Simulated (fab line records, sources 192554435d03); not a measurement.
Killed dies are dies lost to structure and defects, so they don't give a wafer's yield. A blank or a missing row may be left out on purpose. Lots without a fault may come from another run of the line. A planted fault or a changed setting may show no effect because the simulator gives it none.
fab line records | flow n5_finfet
record lots=7 wafers=39
route steps=1938 shown DUMMY_GATE@237 SD_EPI_N@275 GATE_CUT@469 MOL_CONTACT_COAG@541
start_h: hours from the record's first day to the start of the lot's first wafer shown | wait_h: hours since the lot's step before | " the same as in the row above | L1.1+2: a row that stands for several wafers | - no value, or no start given | * or withheld: withheld | < > ~ a bound
route shown NAME@n: a module of which the file shows steps, and the number in the route of the first | usual: mean/standard deviation of fault-free wafers | same: alike in all rows | chamber/n: place in a boat | sites: the reading at each site | _std_site: their standard deviation | _edge_site: outer sites' mean less inner sites' | radius_mm: how far each site lies from the wafer's centre | mask NAME#n: copy n | behind: the tool/chamber that last shaped the wafer | hold: why the lot was held/for how many hours/how that ended | device: the transistor (n, p or np) that didn't switch | end of line: the same wafers' tests at the end of the route | a step without rows: its recipe alone | killed: dies lost to structure and defects at the first sort, not the wafer's yield | map: a wafer's dies, x killed, . not, _ none there
set.NAME: the setting as run; set.NAME@STEP: as run at that earlier step | model.NAME: the simulator's own value behind a step, which no gauge read
lots whose settings were changed on purpose; a table a step, a row a wafer
## steps
# step N5_DUMMY_GATE_ETCH_37
# recipe chemistry=N2/H2 target=SOC target_depth_a=600 overetch_a=300 temp_c=40 ion_energy_ev=200 pressure_mtorr=30 source_w=840 bias_w=150 n2_flow_sccm=200 h2_flow_sccm=200
# usual rf_vpp_V=523.9/2.3
# columns lot.wafer tool chamber start_h wait_h set.source_w rf_vpp_V
L074.1 rie_diel-03 0 48.41 0.0 840 521.2
L074.2 " 3 " " 840 518.8
L074.3 " 1 " " 756.4 544.9
L074.4 " 3 " " 756.4 539.2
L074.5 " 0 " " 756.4 538.9
L074.6 " 1 " " 840 524.8
L079.1 rie_diel-04 3 79.22 0.0 695.5 557.4
L079.2 " 0 " " 840 524.8
L079.3 " 2 " " 840 521.8
L079.4 " 1 " " 695.5 559.5
L079.5 " 0 " " 695.5 559.6
L079.6 " 3 " " 840 523.1
L084.1 rie_diel-06 1 106.97 0.0 840 527.2
L084.2 " 0 " " 840 526.0
L084.3 " 3 " " 757.7 537.8
L084.4 " 3 " " 757.7 538.1
L084.5 " 0 " " 757.7 543.7
L084.6 " 1 " " 840 527.3
L089.3 rie_diel-03 0 136.38 0.0 840 520.4
L089.4 " 1 " " 840 526.3
L089.5 " 2 " " 840 522.2
L091.1 rie_diel-06 1 148.77 0.0 840 526.2
L091.2 " 0 " " 840 525.9
L091.3 " 2 " " 776.6 538.8
L091.4 " 3 " " 840 521.3
L091.5 " 1 " " 776.6 537.8
L091.6 " 2 " " 776.6 540.0
L092.1 rie_diel-04 2 154.07 0.0 907.3 510.2
L092.2 " 0 " " 907.3 513.1
L092.3 " 1 " " 840 523.1
L092.4 " 3 " " 840 524.7
L092.5 " 1 " " 907.3 511.0
L092.6 " 2 " " 840 521.8
L094.1 rie_diel-06 2 166.32 0.0 840 525.4
L094.2 " 1 " " 840 523.4
L094.3 " 0 " " 840 525.0
L094.4 " 2 " " 840 526.2
L094.5 " 0 " " 840 526.4
L094.6 " 1 " " 840 527.0
# step N5_SD_EPI_N_ETCH_35
# recipe chemistry=N2/H2 target=SOC overetch_a=1080 mask_material=SiARC temp_c=40 ion_energy_ev=100 source_w=3000 bias_w=133 pressure_mtorr=20 time_s=486 n2_flow_sccm=200 h2_flow_sccm=200
# columns lot.wafer tool chamber start_h wait_h set.time_s model.SiARC_of_SD_EPI_N_COAT_33.thk_nm
L074.1+3+4+6 rie_diel-02 0,2,1,1 51.22 0.0 486 20
L074.2+5 " 3,0 " " 486 19.8
L079.1 rie_diel-05 3 81.49 0.0 486 19.4
L079.2+5+6 " 0,3,0 " " 486 19.6
L079.3 " 1 " " 486 20
L079.4 " 1 " " 486 19.8
L084.1+4 rie_diel-01 3,0 109.22 0.0 486 20
L084.2 " 1 " " 486 19.4
L084.3 " 2 " " 406.2 22.2
L084.5 " 1 " " 406.2 22
L084.6 " 0 " " 406.2 22.4
L089.3 rie_diel-01 2 138.58 0.0 486 19.6
L089.4 " 3 " " 486 20
L089.5 " 2 " " 486 19.8
L091.1 rie_diel-01 0 151.22 0.0 486 19.6
L091.2 " 1 " " 601.8 15.8
L091.3 " 3 " " 601.8 16.6
L091.4+5 " 2,3 " " 486 20
L091.6 " 0 " " 601.8 16
L092.1+2 rie_diel-02 3,1 156.18 0.0 486 19.8
L092.3+5 " 2 " " 486 19.4
L092.4+6 " 0,3 " " 486 20
L094.1 rie_diel-01 2 168.59 0.0 429.5 21.4
L094.2 " 1 " " 429.5 21
L094.3 " 0 " " 486 19.4
L094.4 " 3 " " 486 19.8
L094.5 " 0 " " 429.5 21.2
L094.6 " 1 " " 486 19.2
# step N5_SD_EPI_N_STRIP_36
# recipe chemistry=N2/H2 temp_c=40 n2_flow_sccm=200 h2_flow_sccm=200 rf_frequency_hz=6e+07
# step N5_SD_EPI_N_ETCHBACK_44
# recipe chemistry=CH3F/O2 mode=anisotropic_etchback target=SiNx target_depth_a=145 stop_on=SiO2 over_etch_frac=0.3 ion_energy_ev=120 pressure_mtorr=30 source_w=395 bias_w=73 Ar_flow_sccm=150 CH3F_flow_sccm=30 O2_flow_sccm=20
# columns lot.wafer tool chamber start_h wait_h set.time_s@SD_EPI_N_ETCH_35 model.SiARC_of_SD_EPI_N_COAT_33.thk_nm
L074.1+4+5+6 rie_diel-02 0,1,0,1 51.54 0.0 486 16.2
L074.2 " 3 " " 486 16
L074.3 " 2 " " 486 16.4
L079.1 rie_diel-05 3 81.82 0.0 486 15.6
L079.2+5+6 " 0,3,0 " " 486 15.8
L079.3+4 " 1 " " 486 16.2
L084.1 rie_diel-01 3 109.55 0.0 486 16.4
L084.2 " 1 " " 486 15.6
L084.3 " 2 " " 406.2 18.6
L084.4 " 0 " " 486 16.2
L084.5 " 1 " " 406.2 18.2
L084.6 " 0 " " 406.2 18.8
L089.3 rie_diel-01 2 138.90 0.0 486 16
L089.4 " 3 " " 486 16.4
L089.5 " 2 " " 486 16.2
L091.1 rie_diel-01 0 151.55 0.0 486 16
L091.2 " 1 " " 601.8 12
L091.3 " 3 " " 601.8 13
L091.4 " 2 " " 486 16.4
L091.5 " 3 " " 486 16.2
L091.6 " 0 " " 601.8 12.2
L092.1+2+4+6 rie_diel-02 3,1,0,3 156.51 0.0 486 16.2
L092.3+5 " 2 " " 486 15.6
L094.1 rie_diel-01 2 168.91 0.0 429.5 17.8
L094.2 " 1 " " 429.5 17.2
L094.3 " 0 " " 486 15.6
L094.4 " 3 " " 486 16
L094.5 " 0 " " 429.5 17.4
L094.6 " 1 " " 486 15.4
# step N5_GATE_CUT_ETCH_58
# recipe chemistry=CH3F/O2 target=SiNx target_depth_a=170 time_s=128.6 ion_energy_ev=50 pressure_mtorr=30 source_w=415 bias_w=21 Ar_flow_sccm=150 CH3F_flow_sccm=30 O2_flow_sccm=20
# columns lot.wafer tool chamber start_h wait_h set.target_depth_a model.etch.depth_nm
L074.1 rie_diel-03 0 81.83 0.2 170 16.84
L074.2 " 3 " " 184.4 18.16
L074.3 " 2 " " 170 17.01
L074.4 " 0 " " 184.4 18.32
L074.5 " 3 " " 184.4 18.17
L074.6 " 2 " " 170 16.97
L079.1 rie_diel-04 2 114.89 0.1 163.7 16.37
L079.2 " 0 " " 163.7 16.44
L079.3 " 3 " " 170 16.92
L079.4 " 1 " " 170 17.1
L079.5 " 0 " " 163.7 16.51
L079.6 " 1 " " 170 17.13
L084.1 rie_diel-06 2 139.42 0.4 170 17.28
L084.2 " 3 " " 170 17
L084.3 " 0 " " 160.9 16.41
L084.4 " 3 " " 160.9 15.84
L084.5 " 0 " " 170 17.58
L084.6 " 2 " " 160.9 16.27
L089.3 rie_diel-03 0 168.38 0.0 170 17
L089.4 " 1 " " 170 17.05
L089.5 " 3 " " 170 17.1
L091.1 rie_diel-04 3 181.34 0.1 170 17.15
L091.2 " 2 " " 170 16.99
L091.3 " 0 " " 170 16.88
L091.4 " 1 " " 170 16.87
L091.5 " 2 " " 170 16.91
L091.6 " 1 " " 170 17.02
L092.1 rie_diel-03 0 186.29 0.0 170 16.87
L092.2 " 2 " " 170 16.69
L092.3 " 1 " " 170 17.04
L092.4+6 " 3 " " 170 16.86
L092.5 " 0 " " 170 16.76
L094.1 rie_diel-03 3 202.26 0.0 170 17.13
L094.2 " 2 " " 181.7 18.11
L094.3 " 1 " " 181.7 18.27
L094.4 " 0 " " 170 16.85
L094.5 " 3 " " 170 16.88
L094.6 " 2 " " 181.7 17.87
# step N5_GATE_CUT_HM_DEP_46
# recipe material=SiO2 target_thk_a=1300 temp_c=400 precursor=TEOS/O2 pressure_torr=6.5 rf_w=900 teos_flow_sccm=161.4 gas=O2 flow_sccm=2650 time_s=26.6
# columns lot.wafer tool chamber start_h wait_h set.target_thk_a model.SiO2_of_GATE_CUT_HM_DEP_46.thk_nm
L074.1 pecvd-02 2 84.77 0.0 1300 129
L074.2 " 1 " " 1300 129.4
L074.3 " 0 " " 1380 138.2
L074.4 " 2 " " 1300 132.4
L074.5 " 0 " " 1380 140.6
L074.6 " 1 " " 1380 139.6
L079.1 pecvd-02 0 117.81 0.0 1300 129.8
L079.2 " 1 " " 1300 130.4
L079.3 " 2 " " 1183 118.2
L079.4 " 2 " " 1183 120.2
L079.5 " 1 " " 1183 120
L079.6 " 0 " " 1300 132.2
L084.1 pecvd-01 2 142.33 0.0 1300 129.8
L084.2 " 1 " " 1170 117.8
L084.3+5 " 0 " " 1300 129.6
L084.4 " 1 " " 1170 118
L084.6 " 2 " " 1170 119.6
L089.3 pecvd-01 2 171.30 0.0 1300 130.4
L089.4 " 0 " " 1300 133
L089.5 " 2 " " 1300 132.6
L091.1 pecvd-01 2 184.26 0.0 1300 130.6
L091.2 " 1 " " 1173 118
L091.3 " 0 " " 1300 130.8
L091.4 " 2 " " 1173 119
L091.5 " 0 " " 1300 133.2
L091.6 " 1 " " 1173 119.4
L092.1 pecvd-03 2 190.65 0.0 1300 128.4
L092.2 " 1 " " 1300 127.4
L092.3 " 0 " " 1300 128.6
L092.4 " 2 " " 1300 131.2
L092.5 " 0 " " 1300 130.4
L092.6 " 1 " " 1300 127
L094.1 pecvd-01 1 205.19 0.0 1415 139.6
L094.2 " 0 " " 1415 138.2
L094.3 " 2 " " 1300 127.4
L094.4 " 0 " " 1415 141.2
L094.5 " 1 " " 1300 129
L094.6 " 2 " " 1300 130.2
# step N5_GATE_CUT_COAT_34
# recipe resist=SOC temp_c=250 time_s=60 spin_rpm=1500 resist_thk_nm=60
# step N5_GATE_CUT_COAT_35
# recipe resist=SiARC temp_c=220 time_s=60 spin_rpm=1500 resist_thk_nm=10
# step N5_GATE_CUT_STRIP_38
# recipe chemistry=N2/H2 temp_c=40 n2_flow_sccm=200 h2_flow_sccm=200 rf_frequency_hz=6e+07
# step N5_GATE_CUT_STRIP_39
# recipe chemistry=N2/H2 temp_c=40 n2_flow_sccm=200 h2_flow_sccm=200 rf_frequency_hz=6e+07
# step N5_GATE_CUT_HM_OPEN_40
# recipe chemistry=C4F6/O2 target=SiO2 mask_material=SiARC target_depth_a=1390 time_s=85.1 ion_energy_ev=250 pressure_mtorr=30 source_w=345 bias_w=185 Ar_flow_sccm=300 C4F6_flow_sccm=10 O2_flow_sccm=10 ends=cleared
# usual etch_rf_on_time_s=94.2/1.7
# columns lot.wafer tool chamber start_h wait_h set.target_thk_a@GATE_CUT_HM_DEP_46 etch_rf_on_time_s model.etch.depth_nm model.SOC_of_GATE_CUT_COAT_34.thk_nm
L074.1 rie_diel-06 0 85.52 0.0 1300 91.3 129 33.2
L074.2 " 1 " " 1300 96.1 129.5 33
L074.3 " 2 " " 1380 99.5 138.2 31
L074.4 " 3 " " 1300 96.4 132.5 32.4
L074.5 " 3 " " 1380 103.1 140.6 30.6
L074.6 " 0 " " 1380 99.1 139.6 31.2
L079.1 rie_diel-06 3 118.43 0.0 1300 95.4 129.8 32.6
L079.2 " 0 " " 1300 92.5 130.4 32.8
L079.3 " 1 " " 1183 87.7 118.2 35.2
L079.4 " 0 " " 1183 86.1 120.2 35
L079.5 " 1 " " 1183 88.6 119.9 34.8
L079.6 " 3 " " 1300 97.2 132.2 32.2
L084.1 rie_diel-03 0 142.96 0.0 1300 92.6 129.8 32.6
L084.2 " 3 " " 1170 86.8 117.8 35.4
L084.3 " 2 " " 1300 94.2 129.6 32.6
L084.4 " 1 " " 1170 84.8 117.9 35.2
L084.5 " 3 " " 1300 95.5 129.7 32.8
L084.6 " 2 " " 1170 86.5 119.7 35
L089.3 rie_diel-03 3 172.05 0.0 1300 94.3 130.4 32.6
L089.4 " 0 " " 1300 97.4 133.1 31.8
L089.5 " 0 " " 1300 97.2 132.6 32
L091.1 rie_diel-06 1 185.00 0.0 1300 96.3 130.5 32.8
L091.2 " 2 " " 1173 83.8 118 35.2
L091.3 " 3 " " 1300 94.3 130.8 32.6
L091.4 " 0 " " 1173 83.8 119 35.2
L091.5 " 0 " " 1300 94.2 133.2 32.2
L091.6 " 3 " " 1173 87.0 119.4 35
L092.1 rie_diel-04 0 191.27 0.0 1300 92.9 128.5 33
L092.2 " 2 " " 1300 92.6 127.3 33.2
L092.3 " 3 " " 1300 94.0 128.6 33
L092.4 " 2 " " 1300 95.7 131.2 32.4
L092.5 " 0 " " 1300 93.7 130.3 32.8
L092.6 " 3 " " 1300 91.5 126.9 33.4
L094.1 rie_diel-03 0 206.02 0.0 1415 100.7 139.6 30.8
L094.2 " 2 " " 1415 101.1 138.2 31
L094.3 " 3 " " 1300 91.7 127.5 33.6
L094.4 " 1 " " 1415 100.7 141.1 30.2
L094.5 " 2 " " 1300 93.8 129.1 32.8
L094.6 " 3 " " 1300 94.2 130.2 32.8
# step N5_GATE_CUT_CUT_ETCH_54
# recipe chemistry=Cl2/BCl3 target=TiN mask_material=SiO2 target_depth_a=967 pressure_mtorr=10 icp_w=1000 bias_w=126 Cl2_flow_sccm=53.25 bcl3_flow_sccm=21.75 Ar_flow_sccm=25 ends=cleared
# columns lot.wafer tool chamber start_h wait_h set.Cl2_flow_sccm
L074.1+2+3 rie_metal-02 1,0,0 85.81 0.0 53.25
L074.4+5+6 " 1,1,0 " " 63.06
L079.1+2+3+4+5+6 rie_metal-02 0,1,0,1,0,1 118.72 0.0 53.25
L084.1+3+4 rie_metal-03 0,1,0 143.24 0.0 53.25
L084.2+5+6 " 1,0,1 " " 46
L089.3+4+5 rie_metal-02 0,1,0 172.36 0.0 53.25
L091.1+2+3 rie_metal-01 0,1,1 185.29 0.0 41.76
L091.4+5+6 " 0,1,0 " " 53.25
L092.1+2+4 rie_metal-03 0,1,1 191.57 0.0 58.47
L092.3+5+6 " 0,1,0 " " 53.25
L094.1+5+6 rie_metal-01 0,0,1 206.31 0.0 53.25
L094.2+3+4 " 1,1,0 " " 65.11
# step N5_GATE_CUT_CUT_ETCH_55
# recipe chemistry=BCl3 target=HfO2 mask_material=SiO2 target_depth_a=32 ion_energy_ev=30 pressure_mtorr=5 icp_w=450 bias_w=18 bcl3_flow_sccm=80
# step N5_GATE_CUT_ETCH_47
# recipe chemistry=Cl2/BCl3 target=SiO2 target_depth_a=100 pressure_mtorr=10 icp_w=1000 bias_w=126 Cl2_flow_sccm=53.25 bcl3_flow_sccm=21.75 Ar_flow_sccm=25
# step N5_GATE_CUT_ALD_22
# recipe material=SiNx target_thk_a=160 temp_c=400 ald_precursor_family=SiH2I2 ald_co_reactant=N2/H2-plasma pulse_time_s=1 ald_cycles=320 purge_time_s=2 co_reactant_purge_time_s=2 pressure_torr=2
# step N5_GATE_CUT_CMP_23
# recipe stop_on=SiO2 t_overpolish_s=23.4 post_cmp_clean=alkaline_brush down_force_psi=2.5 platen_rpm=51.8 pad_velocity_m_s=1.0307 target_thk_nm=16
# step N5_GATE_CUT_THK_MEAS_24
# recipe reads=SiO2_of_GATE_CUT_HM_DEP_46+SiO2_flowable_of_ILD0_FCVD_FILL_01
# usual GC_FILL_THK=220.0/1.9
# columns lot.wafer tool chamber start_h wait_h set.target_thk_a@GATE_CUT_HM_DEP_46 GC_FILL_THK[nm]
L074.1 film_metro-02 - 87.98 - 1300 219.3
L074.2 " - " " 1300 220.1
L074.3 " - " " 1380 229.0
L074.4 " - " " 1300 223.2
L074.5 " - " " 1380 231.8
L074.6 " - " " 1380 229.0
L079.1 film_metro-02 - 120.89 - 1300 221.1
L079.2 " - " " 1300 221.2
L079.3 " - " " 1183 209.3
L079.4 " - " " 1183 210.4
L079.5 " - " " 1183 211.6
L079.6 " - " " 1300 223.6
L084.1 film_metro-02 - 145.62 - 1300 218.2
L084.2 " - " " 1170 207.3
L084.3 " - " " 1300 218.6
L084.4 " - " " 1170 207.9
L084.5 " - " " 1300 219.3
L084.6 " - " " 1170 209.4
L089.3 film_metro-02 - 174.51 - 1300 220.2
L089.4 " - " " 1300 223.0
L089.5 " - " " 1300 223.0
L091.1 film_metro-02 - 187.46 - 1300 220.0
L091.2 " - " " 1173 208.3
L091.3 " - " " 1300 221.4
L091.4 " - " " 1173 210.6
L091.5 " - " " 1300 223.1
L091.6 " - " " 1173 209.7
L092.1 film_metro-01 - 195.09 - 1300 219.4
L092.2 " - " " 1300 218.1
L092.3 " - " " 1300 219.8
L092.4 " - " " 1300 222.4
L092.5 " - " " 1300 221.3
L092.6 " - " " 1300 218.2
L094.1 film_metro-01 - 208.48 - 1415 229.7
L094.2 " - " " 1415 227.0
L094.3 " - " " 1300 217.1
L094.4 " - " " 1415 230.5
L094.5 " - " " 1300 219.1
L094.6 " - " " 1300 219.4
# step N5_GATE_CUT_CMP_43
# recipe material=SiO2 post_cmp_clean=rinse_only
# columns lot.wafer tool chamber start_h wait_h set.target_thk_a@GATE_CUT_HM_DEP_46 model.SiO2_of_GATE_CUT_HM_DEP_46.thk_nm
L074.2+1 cmp-03 3,2 88.01 0.0 1300 5
L074.3+5+6 " 0,3,0 " " 1380 5.4
L074.4 " 1 " " 1300 5.2
L079.3 cmp-01 1 120.92 0.0 1183 4.4
L079.4+5 " 2 " " 1183 4.6
L079.2+1 " 3,0 " " 1300 5
L079.6 " 1 " " 1300 5.2
L084.2+4+6 cmp-01 0,1,1 145.65 0.0 1170 4.4
L084.3+1+5 " 2,3,0 " " 1300 5
L089.4+5 cmp-04 2,1 174.62 0.1 1300 5.2
L089.3 " 0 " " 1300 5
L091.3+1 cmp-01 2,0 187.49 0.0 1300 5
L091.4+2+6 " 3,1,3 " " 1173 4.4
L091.5 " 2 " " 1300 5.2
L092.3+4+1+5 cmp-01 2,3,0,2 195.12 0.0 1300 5
L092.2+6 " 1,3 " " 1300 4.8
L094.2+1 cmp-01 1,2 208.83 0.3 1415 5.4
L094.3 " 3 " " 1300 4.8
L094.4 " 0 " " 1415 5.6
L094.6+5 " 1,2 " " 1300 5
# step N5_MOL_CONTACT_COAG_IMPLANT_129
# recipe species=Ge energy_kev=3 dose_cm2=6e+14 tilt_deg=0 rotation_deg=0
# columns lot.wafer tool chamber start_h wait_h set.energy_kev model.implant.rp_nm model.implant.drp_nm
L074.1+5+6 implanter-02 0 89.58 0.0 3 6.099 2.134
L074.2+3+4 " 0 " " 3.568 6.723 2.377
L079.1+2+4 implanter-01 0 122.76 0.0 3 6.076 2.134
L079.3+5+6 " 0 " " 2.517 5.514 1.914
L084.1+2+3 implanter-02 0 147.35 0.0 3 6.328 2.134
L084.4+5+6 " 0 " " 2.412 5.61 1.865
L089.3+4+5 implanter-01 0 176.43 0.1 3 6.118 2.134
L091.1+2+6 implanter-01 0 189.54 0.0 3 6.08 2.134
L091.3+4+5 " 0 " " 2.485 5.479 1.899
L092.1+2+6 implanter-01 0 196.69 0.0 3 6.027 2.134
L092.3+4+5 " 0 " " 3.617 6.695 2.397
L094.1+2+3+4+5+6 implanter-01 0 210.51 0.0 3 6.25 2.134
# step N5_MOL_CONTACT_COAG_ALD_27
# recipe material=SiOC target_thk_a=170 temp_c=400 ald_precursor_family=carbosiloxane ald_co_reactant=H2-plasma pulse_time_s=1.5 time_s=2720 purge_time_s=2 co_reactant_purge_time_s=2 ald_cycles=340 pressure_torr=2
# columns lot.wafer tool chamber start_h wait_h set.time_s model.SiOC_of_MOL_CONTACT_COAG_ALD_27.thk_nm
L074.1+4+5 ald_sin-03 1,3,0 96.19 0.0 2720 17
L074.2+3+6 " 0,2,1 " " 2400 15
L079.1+3+5 ald_sin-03 0,3,1 129.76 0.0 2933 17
L079.2 " 2 " " 2720 17
L079.4 " 1 " " 2720 16.8
L079.6 " 0 " " 2720 17.2
L084.1+4+6 ald_sin-02 3,1,3 153.47 0.0 2720 17
L084.2+3 " 0,2 " " 3165 16.8
L084.5 " 0 " " 3165 17
L089.3+4 ald_sin-04 0,3 182.64 0.2 2720 17
L089.5 " 0 " " 2720 16.8
L091.1+6 ald_sin-04 2,3 195.74 0.1 3215 17
L091.2+5 " 0 " " 2720 17
L091.3 " 1 " " 3215 17.2
L091.4 " 3 " " 2720 17.2
L092.1 ald_sin-02 2 204.74 0.0 2496 15.4
L092.2+3+5 " 1,3,1 " " 2720 17
L092.4+6 " 0 " " 2496 15.6
L094.1+4+6 ald_sin-03 0,1,0 215.93 0.0 2095 13
L094.2+3+5 " 3,2,3 " " 2720 17
# step N5_MOL_CONTACT_COAG_ETCHBACK_135
# recipe chemistry=CHF3 target=SiO2 target_depth_a=250 time_s=16.7 ion_energy_ev=200 pressure_mtorr=30 source_w=610 bias_w=170 Ar_flow_sccm=200 CHF3_flow_sccm=50
# columns lot.wafer tool chamber start_h wait_h set.time_s model.SOC_of_MOL_CONTACT_COAG_COAT_75.thk_nm
L074.1+3 rie_diel-05 2,0 100.61 0.0 12.77 58
L074.2+5+6 " 1,1,0 " " 16.7 57.4
L074.4 " 3 " " 12.77 57.8
L079.1 rie_diel-02 1 133.34 0.0 16.7 57.8
L079.2+3 " 0,3 " " 17.71 57.2
L079.4 " 0 " " 17.71 57.4
L079.5 " 3 " " 16.7 57.6
L079.6 " 1 " " 16.7 57.4
L084.1+5 rie_diel-02 0,1 156.91 0.0 15.06 57.4
L084.2 " 1 " " 15.06 57.6
L084.3 " 2 " " 16.7 57
L084.4+6 " 3,2 " " 16.7 57.2
L089.3+4+5 rie_diel-02 0,2,3 187.91 0.0 16.7 57.4
L091.1 rie_diel-01 3 199.04 0.0 20.07 57.4
L091.2 " 0 " " 20.07 57.2
L091.3+5 " 1,0 " " 16.7 57.6
L091.4 " 1 " " 20.07 56.8
L091.6 " 3 " " 16.7 57.8
L092.1+3 rie_diel-05 1,3 208.20 0.0 16.7 57.4
L092.2+4+6 " 2,0,0 " " 19.83 57
L092.5 " 1 " " 16.7 57.6
L094.1+2 rie_diel-01 1,3 219.51 0.0 16.7 57.4
L094.3 " 0 " " 16.7 57.6
L094.4 " 2 " " 13.26 58
L094.5 " 3 " " 13.26 57.8
L094.6 " 2 " " 13.26 58.2
## key
split step=N5_DUMMY_GATE_ETCH_37 setting=source_w stated=840 by=wafer
response step=N5_DUMMY_GATE_ETCH_37 reading=rf_vpp_V change=-1.86 per=1% r=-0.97
split step=N5_SD_EPI_N_ETCH_35 setting=time_s stated=486 by=wafer
response step=N5_SD_EPI_N_ETCH_35 reading=model.SiARC_of_SD_EPI_N_COAT_33.thk_nm change=-0.153 per=1% r=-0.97
response step=N5_SD_EPI_N_ETCHBACK_44 reading=model.SiARC_of_SD_EPI_N_COAT_33.thk_nm change=-0.156 per=1% r=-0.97
split step=N5_GATE_CUT_ETCH_58 setting=target_depth_a stated=170 by=wafer
response step=N5_GATE_CUT_ETCH_58 reading=model.etch.depth_nm change=+0.166 per=1% r=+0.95
split step=N5_GATE_CUT_HM_DEP_46 setting=target_thk_a stated=1300 by=wafer
response step=N5_GATE_CUT_HM_DEP_46 reading=model.SiO2_of_GATE_CUT_HM_DEP_46.thk_nm change=+1.25 per=1% r=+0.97
response step=N5_GATE_CUT_HM_OPEN_40 reading=etch_rf_on_time_s change=* per=1% r=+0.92
response step=N5_GATE_CUT_HM_OPEN_40 reading=model.etch.depth_nm change=+1.25 per=1% r=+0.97
response step=N5_GATE_CUT_HM_OPEN_40 reading=model.SOC_of_GATE_CUT_COAT_34.thk_nm change=-0.27 per=1% r=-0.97
response step=N5_GATE_CUT_THK_MEAS_24 reading=GC_FILL_THK change=+1.21 per=1% r=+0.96
response step=N5_GATE_CUT_CMP_43 reading=model.SiO2_of_GATE_CUT_HM_DEP_46.thk_nm change=+0.0613 per=1% r=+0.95
split step=N5_GATE_CUT_CUT_ETCH_54 setting=Cl2_flow_sccm stated=53.25 by=wafer
response none clear
split step=N5_MOL_CONTACT_COAG_IMPLANT_129 setting=energy_kev stated=3 by=wafer
response step=N5_MOL_CONTACT_COAG_IMPLANT_129 reading=model.implant.rp_nm change=+0.0343 per=1% r=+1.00
response step=N5_MOL_CONTACT_COAG_IMPLANT_129 reading=model.implant.drp_nm change=+0.0133 per=1% r=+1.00
split step=N5_MOL_CONTACT_COAG_ALD_27 setting=time_s stated=2720 by=wafer
response step=N5_MOL_CONTACT_COAG_ALD_27 reading=model.SiOC_of_MOL_CONTACT_COAG_ALD_27.thk_nm shape=bent at_lowest=13 at_stated=17 at_highest=17.07
split step=N5_MOL_CONTACT_COAG_ETCHBACK_135 setting=time_s stated=16.7 by=wafer
response step=N5_MOL_CONTACT_COAG_ETCHBACK_135 reading=model.SOC_of_MOL_CONTACT_COAG_COAT_75.thk_nm change=-0.0259 per=1% r=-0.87
